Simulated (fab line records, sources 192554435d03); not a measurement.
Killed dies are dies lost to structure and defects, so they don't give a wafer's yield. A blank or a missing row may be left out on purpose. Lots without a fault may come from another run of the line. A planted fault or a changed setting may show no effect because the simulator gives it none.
A struck lot beside a sound one | flow n5_finfet | 42 steps out of a route of 1938
Sound: wafers L681.1, L681.2, L681.6. Struck: wafers L674.2, L674.3, L674.6. The cause comes at the end.
At each step with rows: each side's tool, then ch and its chambers, then its first start. Under that, the readings that differ: sound wafers | struck wafers | difference of the means | sigmas: that difference in standard deviations of wafers without a fault.
alike: readings whose means differ by less than 2 such deviations, and words and numbers that are the same on both sides. not compared: withheld readings, readings that some wafer has no value for, bounds like >300 that may hide the same value, and numbers for which the record gives no deviation and whose values overlap.
The two part at a step that has a row with sigmas, a row that says differs or no value, or rows on one side only. Numbers that don't overlap but have no deviation are shown without sigmas and don't part them. A reading that every wafer of one side lacks parts them only if that side has two wafers or more.

first, 11 steps without rows for these wafers: N5_BEOL_M3_ALD_98 (deposits SiO2, target thk 2.5 nm, pulse time 1 s, co reactant pulse time 1 s); N5_BEOL_M3_ETCHBACK_99 (etches SiO2 in CHF3, target depth 5 nm, time 10.4 s); N5_BEOL_M3_ETCH_70 (etches SOC in N2/H2, target depth 80 nm, overetch 16 nm, time 120 s); N5_BEOL_M3_STRIP_71 (strips in N2/H2); N5_BEOL_M3_STRIP_78 (strips in N2/H2); N5_BEOL_M3_VIA_ETCH_34 (etches the open film in C4F6/O2, target depth 69.4 nm, time 65.9 s); N5_BEOL_M3_STRIP_83 (strips in C4F6/O2); N5_BEOL_M3_STRIP_36 (strips in N2/H2); N5_BEOL_M3_TRENCH_ETCH_37 (etches SiOC in C4F6/O2, target depth 55.555 nm, time 29.2 s); N5_BEOL_M3_ETCH_41 (etches SiCN in CH3F/O2, target depth 29.9 nm, time 52.5 s); N5_BEOL_M3_STRIP_97 (strips in N2/H2, time 10 s).
N5_BEOL_M3_HM_STRIP_39: strips TiN in peroxide tin strip, target depth 25 nm, time 158 s.
  sound on wet_bench-05 ch 1,2,5, day 13 07:28; struck on wet_bench-02 ch 1,2,5, day 10 17:50
  no value came back on the struck wafers for bath_guard_temp_C (C), bath_heat_duty_pct (%), temp_c (C), time_s (s); on the sound wafers bath_guard_temp_C (C) reads 48.8 49.6 50.6
  reading                                    | sound | struck         | difference | sigmas
  model.TiN_of_BEOL_M3_HM_DEP_02.thk_nm (nm) | 0 0 0 | 18.2 17.8 17.8 | +17.9      |
then, 1 step without rows for these wafers: N5_BEOL_M3_SRD_40 (time 30 s).
N5_BEOL_M3_PRECLEAN_42: cleans in residue remover, time 60 s.
  sound on wet_bench-05 ch 1,2,5, day 13 07:32; struck on wet_bench-02 ch 1,2,5, day 10 17:54
  reading                                    | sound | struck      | difference | sigmas
  model.TiN_of_BEOL_M3_HM_DEP_02.thk_nm (nm) | 0 0 0 | 7.2 6.8 6.8 | +6.9       |
  alike: temp_c
then, 25 steps without rows for these wafers: N5_BEOL_M3_SRD_43 (time 30 s); N5_BEOL_M3_DEGAS_44 (time 60 s); N5_BEOL_M3_PRE_CLEAN_45 (time 30 s); N5_BEOL_M3_ALD_84 (deposits TaN, pulse time 2 s, purge time 3 s, co reactant purge time 2 s); N5_BEOL_M3_SURFACE_TREAT_85; N5_BEOL_M3_CVD_47 (deposits Co from CCTBA/H2, target thk 3 nm, time 223.8 s); N5_BEOL_M3_SPUTTER_48 (material Cu, target thk 4.5 nm, time 8.29 s); N5_BEOL_M3_ANNEAL_49 (time 240 s); N5_BEOL_M3_SPUTTER_79 (material Cu, target thk 4.5 nm, time 8.29 s); N5_BEOL_M3_ANNEAL_80 (time 240 s); N5_BEOL_M3_SPUTTER_81 (material Cu, target thk 4.5 nm, time 8.29 s); N5_BEOL_M3_ANNEAL_82 (time 240 s); N5_BEOL_M3_SPUTTER_86 (material Cu, target thk 4.5 nm, time 8.29 s); N5_BEOL_M3_ANNEAL_87 (time 240 s); N5_BEOL_M3_SPUTTER_88 (material Cu, target thk 4.5 nm, time 8.29 s); N5_BEOL_M3_ANNEAL_89 (time 240 s); N5_BEOL_M3_SPUTTER_90 (material Cu, target thk 4.5 nm, time 8.29 s); N5_BEOL_M3_ANNEAL_91 (time 240 s); N5_BEOL_M3_SPUTTER_92 (material Cu, target thk 4.5 nm, time 8.29 s); N5_BEOL_M3_ANNEAL_93 (time 240 s); N5_BEOL_M3_SPUTTER_94 (material Cu, target thk 4.5 nm, time 8.29 s); N5_BEOL_M3_ANNEAL_95 (time 240 s); N5_BEOL_M3_SPUTTER_96 (material Cu, target thk 4.5 nm, time 8.29 s); N5_BEOL_M3_ECD_50 (material Cu, target thk 300 nm); N5_BEOL_M3_ANNEAL_51 (time 90 s).
N5_BEOL_M3_CMP_52: polishes, stops on SiOC, t overpolish 6.8 s, target thk 40 nm.
  sound on cmp-01 ch 2,3, day 13 10:52; struck on cmp-02 ch 1,2, day 10 21:34
  reading                      | sound          | struck         | difference | sigmas
  barrier_field_endpoint_s (s) | 24.9 24.7 25.2 | 32.8 32.1 32.5 | +7.5       | +11
  alike: motor_current_A
N5_BEOL_M4_RC_MEAS_101:
  sound on prober-02 ch 0, day 13 20:56; struck on prober-01 ch 0, day 11 09:58
  reading       | sound       | struck      | difference | sigmas
  ION_N (uA/um) | 672 687 670 | 717 711 715 | +38        | +3
  ION_P (uA/um) | 460 472 466 | 489 495 495 | +27        | +4
  alike: DIBL_N, DIBL_P, IOFF_N, IOFF_P, RS_SD_P, SS_N, SS_P, VT_N, VT_P
-- the record jumps here: 6 days lie between the struck wafers' starts before and after (it left off in module BEOL_M4 and takes up again in module PASSIVATION, whose first step shown is number 1936 of the route) --
N5_PASSIVATION_PROBE_49:
  the record has rows for the struck wafers here (prober-01, day 17 04:22) and none for the sound ones

WHERE THEY PART
First at N5_BEOL_M3_HM_STRIP_39; last, within this record, at N5_PASSIVATION_PROBE_49.

WHY: what the simulator had put in
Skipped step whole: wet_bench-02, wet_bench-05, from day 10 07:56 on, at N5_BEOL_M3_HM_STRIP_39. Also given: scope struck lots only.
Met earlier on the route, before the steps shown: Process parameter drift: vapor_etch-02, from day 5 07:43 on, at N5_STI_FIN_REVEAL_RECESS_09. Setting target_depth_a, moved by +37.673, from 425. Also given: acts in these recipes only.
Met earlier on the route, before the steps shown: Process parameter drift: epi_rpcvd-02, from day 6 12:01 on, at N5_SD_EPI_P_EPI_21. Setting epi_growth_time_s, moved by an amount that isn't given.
